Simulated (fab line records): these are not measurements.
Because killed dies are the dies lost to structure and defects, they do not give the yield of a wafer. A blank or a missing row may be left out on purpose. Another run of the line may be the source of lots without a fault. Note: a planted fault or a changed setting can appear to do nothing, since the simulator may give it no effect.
Which tool was responsible? | flow nand_harc | Sampling: 12 lots, 36 wafers, 6 of 1159 route steps

## WHAT THE GAUGES READ, wafer by wafer
NHARC_A_SGD_CUT_CD_MEAS_09: the cd target is 100 nm. Usual: 100.3 nm for cd_nm, sd 0.45.
lot  | measured     | on        | cd_nm (nm)        | flag
L592 | day 13 13:41 | cd_sem-02 | 100.5 100.3 100.3 |
L595 | day 14 04:12 | cd_sem-02 | 99.9 100.1 100.0  |
L597 | day 14 14:49 | cd_sem-01 | 102.9 101.9 102.1 | OFF
L601 | day 16 06:51 | cd_sem-01 | 102.0 101.5 101.7 | OFF
L604 | day 16 15:12 | cd_sem-02 | 101.3 101.2 100.8 |
L605 | day 17 18:22 | cd_sem-01 | 100.5 100.7 100.3 |
L607 | day 17 18:14 | cd_sem-01 | 100.2 100.1 100.2 |
L609 | day 18 00:16 | cd_sem-02 | 101.1 100.7 101.2 |
L606 | day 17 23:48 | cd_sem-03 | 100.5 99.9 100.4  |
L611 | day 18 14:10 | cd_sem-01 | 100.0 99.7 99.7   |
L612 | day 18 15:10 | cd_sem-03 | 99.3 99.8 99.8    |
L614 | day 19 16:27 | cd_sem-03 | 101.3 100.2 99.9  |

NHARC_END_SORT_01. Usual: killed_at_array 31, standard deviation 12; killed_at_other 0.6, standard deviation 0.85; killed_at_periphery 3.0, standard deviation 2.3; killed_dies 35, standard deviation 12; killed_open 3.2, standard deviation 1.9; killed_short 1.8, standard deviation 1.4.
lot  | measured     | on        | killed_at_array | killed_at_other | killed_at_periphery | killed_dies | killed_open | killed_short | flag
L606 | day 23 16:50 | prober-01 | 32              | 0               | 2                   | 34          | 3           | 1            |

## WHICH TOOL RAN EACH LOT (tool, then ch and the chambers of the sampled wafers, then the start)
lot  | NHARC_A_STAIRCASE_DEP_322       | NHARC_A_STAIRCASE_STRIP_475                   | NHARC_A_SGD_CUT_EXPOSE_06          | NHARC_A_SGD_CUT_CMP_21
L592 | pecvd-04 ch 1,2, day 12 13:01   | rie_diel-13 ch 0,1,3, day 13 13:33 or earlier | arfi_scanner-01 ch 0, day 13 13:33 | cmp-01 ch 0,1, day 13 19:43
L595 | pecvd-02 ch 1,2, day 13 09:58   | rie_diel-08 ch 0,2,3, day 14 04:04 or earlier | arfi_scanner-01 ch 0, day 14 04:04 | cmp-03 ch 2,3, day 14 10:05
L597 | pecvd-03 ch 0,1,2, day 13 19:49 | rie_diel-13 ch 1,2,3, day 14 14:40 or earlier | arfi_scanner-01 ch 0, day 14 14:40 | cmp-01 ch 0,2,3, day 14 20:46
L601 | pecvd-04 ch 0,1,2, day 15 09:41 | rie_diel-08 ch 2,3, day 16 06:43 or earlier   | arfi_scanner-01 ch 0, day 16 06:43 | cmp-03 ch 0,3, day 16 13:58
L604 | pecvd-04 ch 0,2, day 15 17:58   | rie_diel-08 ch 0,1,3, day 16 15:04 or earlier | arfi_scanner-03 ch 0, day 16 15:04 | cmp-03 ch 0,1, day 16 20:49
L605 | pecvd-03 ch 0,1, day 16 16:14   | rie_diel-05 ch 0,1, day 17 18:14 or earlier   | arfi_scanner-02 ch 0, day 17 18:14 | cmp-03 ch 1,2,3, day 18 00:10
L607 | pecvd-02 ch 0,2, day 16 16:20   | rie_diel-13 ch 0,2, day 17 18:05 or earlier   | arfi_scanner-02 ch 0, day 17 18:05 | cmp-01 ch 1,3, day 18 00:10
L609 | pecvd-03 ch 0,1, day 17 01:20   | rie_diel-08 ch 0,1,2, day 18 00:07 or earlier | arfi_scanner-03 ch 0, day 18 00:07 | cmp-01 ch 0,1, day 18 05:31
L606 | pecvd-02 ch 1,2, day 17 01:54   | rie_diel-08 ch 2,3, day 17 23:40 or earlier   | arfi_scanner-03 ch 0, day 17 23:40 | cmp-02 ch 0,1,2, day 18 05:31
L611 | pecvd-04 ch 0,1,2, day 17 14:28 | rie_diel-05 ch 0,2,3, day 18 14:01 or earlier | arfi_scanner-03 ch 0, day 18 14:01 | cmp-01 ch 1,2,3, day 18 19:55
L612 | pecvd-02 ch 1,2, day 17 14:28   | rie_diel-05 ch 0,1, day 18 15:01 or earlier   | arfi_scanner-02 ch 0, day 18 15:01 | cmp-03 ch 0,2, day 18 20:03
L614 | pecvd-02 ch 0,1, day 18 09:57   | rie_diel-13 ch 0,2,3, day 19 16:19 or earlier | arfi_scanner-03 ch 0, day 19 16:19 | cmp-01 ch 0,3, day 19 22:21
- NHARC_A_STAIRCASE_DEP_322: deposits SiO2, target thk 3800 nm.
- NHARC_A_STAIRCASE_STRIP_475: strips in O2, time 20 s.
- NHARC_A_SGD_CUT_EXPOSE_06: exposes mask SGD.
- NHARC_A_SGD_CUT_CMP_21: polishes, target thk 148.19 nm.

## AS READ BY THE TOOLS THEMSELVES (means over the sampled wafers that have a number; for cases with no such wafer, the mark the record gives instead)
NHARC_A_STAIRCASE_DEP_322. Usual: 652 W for heater_power_w, sd 93.
lot  | tool     | heater_power_w (W) | flag
L592 | pecvd-04 | 538                |
L595 | pecvd-02 | 668                |
L597 | pecvd-03 | 717                |
L601 | pecvd-04 | 557                |
L604 | pecvd-04 | 534                |
L605 | pecvd-03 | 574                |
L607 | pecvd-02 | 671                |
L609 | pecvd-03 | 645                |
L606 | pecvd-02 | 672                |
L611 | pecvd-04 | 595                |
L612 | pecvd-02 | 671                |
L614 | pecvd-02 | 636                |

NHARC_A_STAIRCASE_STRIP_475. Usual: drypump_motor_current_A 5.9 A, standard deviation 0.33; oes_product_au 0.996 a.u., standard deviation 0.0071; rf_vpp_V 57.8 V, standard deviation 0.87; showerhead_plenum_p_Torr 3.56 Torr, standard deviation 0.13; throttle_valve_pct 17.036 %, standard deviation 0.0094.
lot  | tool        | drypump_motor_current_A (A) | oes_product_au (a.u.) | rf_vpp_V (V) | showerhead_plenum_p_Torr (Torr) | throttle_valve_pct (%) | flag
L592 | rie_diel-13 | 6.2                         | 0.996                 | 57.8         | 3.63                            | 17.037                 |
L595 | rie_diel-08 | 5.8                         | 0.996                 | 58.3         | 3.49                            | 17.028                 |
L597 | rie_diel-13 | 6.2                         | 1.008                 | 58.8         | 3.55                            | 17.035                 |
L601 | rie_diel-08 | 5.7                         | 0.994                 | 57.8         | 3.40                            | 17.039                 |
L604 | rie_diel-08 | 5.6                         | 0.992                 | 57.5         | 3.56                            | 17.037                 |
L605 | rie_diel-05 | 6.0                         | 0.998                 | 58.1         | 3.69                            | 17.037                 |
L607 | rie_diel-13 | 5.8                         | 0.994                 | 58.2         | 3.70                            | 17.029                 |
L609 | rie_diel-08 | 5.6                         | 0.998                 | 57.9         | 3.53                            | 17.033                 |
L606 | rie_diel-08 | 5.6                         | 0.997                 | 56.9         | 3.37                            | 17.033                 |
L611 | rie_diel-05 | 6.0                         | 0.992                 | 58.0         | 3.59                            | 17.033                 |
L612 | rie_diel-05 | 6.0                         | 0.992                 | 57.8         | 3.69                            | 17.055                 |
L614 | rie_diel-13 | 6.0                         | 0.992                 | 58.2         | 3.64                            | 17.041                 |

NHARC_A_SGD_CUT_EXPOSE_06. Usual: exposure_dose_mJ_cm2 85.63, standard deviation 0.15; stage_vel_mm_s 500.04 mm/s, standard deviation 0.27.
lot  | tool            | exposure_dose_mJ_cm2 | stage_vel_mm_s (mm/s) | flag
L592 | arfi_scanner-01 | 85.95                | 499.97                |
L595 | arfi_scanner-01 | 85.84                | 500.17                |
L597 | arfi_scanner-01 | 88.40                | 500.06                | OFF
L601 | arfi_scanner-01 | 87.79                | 500.21                | OFF
L604 | arfi_scanner-03 | 85.71                | 499.75                |
L605 | arfi_scanner-02 | 85.51                | 500.02                |
L607 | arfi_scanner-02 | 85.54                | 499.84                |
L609 | arfi_scanner-03 | 85.61                | 499.73                |
L606 | arfi_scanner-03 | 85.62                | 499.81                |
L611 | arfi_scanner-03 | 85.47                | 500.43                |
L612 | arfi_scanner-02 | 85.54                | 500.07                |
L614 | arfi_scanner-03 | 85.56                | 500.02                |

NHARC_A_SGD_CUT_CMP_21. Usual: edge_zone_pressure_frac 1.000, standard deviation 0.0051; motor_current_A 12.7 A, standard deviation 1.7; time_to_endpoint_s 49.8 s, standard deviation 2.6.
lot  | tool   | edge_zone_pressure_frac | motor_current_A (A) | time_to_endpoint_s (s) | flag
L592 | cmp-01 | 1.001                   | 11.5                | 48.7                   |
L595 | cmp-03 | 0.998                   | 12.8                | 47.9                   |
L597 | cmp-01 | 0.999                   | 13.4                | 45.9                   |
L601 | cmp-03 | 1.004                   | 13.3                | 51.0                   |
L604 | cmp-03 | 1.001                   | 12.8                | 49.4                   |
L605 | cmp-03 | 1.004                   | 12.7                | 50.0                   |
L607 | cmp-01 | 0.999                   | 13.6                | 52.0                   |
L609 | cmp-01 | 1.003                   | 11.0                | 53.2                   |
L606 | cmp-02 | 1.002                   | 12.3                | 48.5                   |
L611 | cmp-01 | 1.000                   | 13.7                | 51.8                   |
L612 | cmp-03 | 0.993                   | 12.7                | 47.2                   |
L614 | cmp-01 | 1.003                   | 12.8                | 48.8                   |

## THE ANSWER, worked out from the rows above alone
Rule: lot off if the mean of its wafers having a number is beyond 3 standard deviations from the usual mean. A lot without any number at a reading at which 4 lots or more have one is off too. All remaining lots with rows at the step are treated as sound. The gauges are gone through in route order, then the tools' own readings, and for those a lot's mean is taken as printed above. At the first step where some lot is off, the reading lying furthest off is the one used; lots without a number count as furthest.
Off at NHARC_A_SGD_CUT_CD_MEAS_09 (cd_nm): L597, L601.
If a tool, at a process step before that reading, ran all the lots that are off and no sound lot after the first of them, it fits. Not tried: the gauges at NHARC_A_SGD_CUT_CD_MEAS_09; whatever is off there is also off at NHARC_A_SGD_CUT_EXPOSE_06, on other tools, and gauge error can't account for it. NHARC_A_STAIRCASE_STRIP_475 gives no start for some lots, so the hours and the order of its lots are those of NHARC_A_SGD_CUT_EXPOSE_06. One fits: arfi_scanner-01 at NHARC_A_SGD_CUT_EXPOSE_06. A fault onset in the window from L595 (day 14 04:04, its last sound lot) to L597 (day 14 14:40, its first lot off) fits.
On the lots that are off, the tool's own readings at NHARC_A_SGD_CUT_EXPOSE_06 differ by more than 5 times the standard deviation of the sound lots' means, which bears it out; exposure_dose_mJ_cm2 reads 88.09 there versus 85.64 on the sound lots.

## WHAT WAS PUT IN BY THE SIMULATOR
Process parameter drift: arfi_scanner-01, from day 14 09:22 on, at NHARC_A_SGD_CUT_EXPOSE_06. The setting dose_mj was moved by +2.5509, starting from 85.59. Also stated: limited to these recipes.
Shown lots that were struck: L597, L601. The rule above reached the same finding.
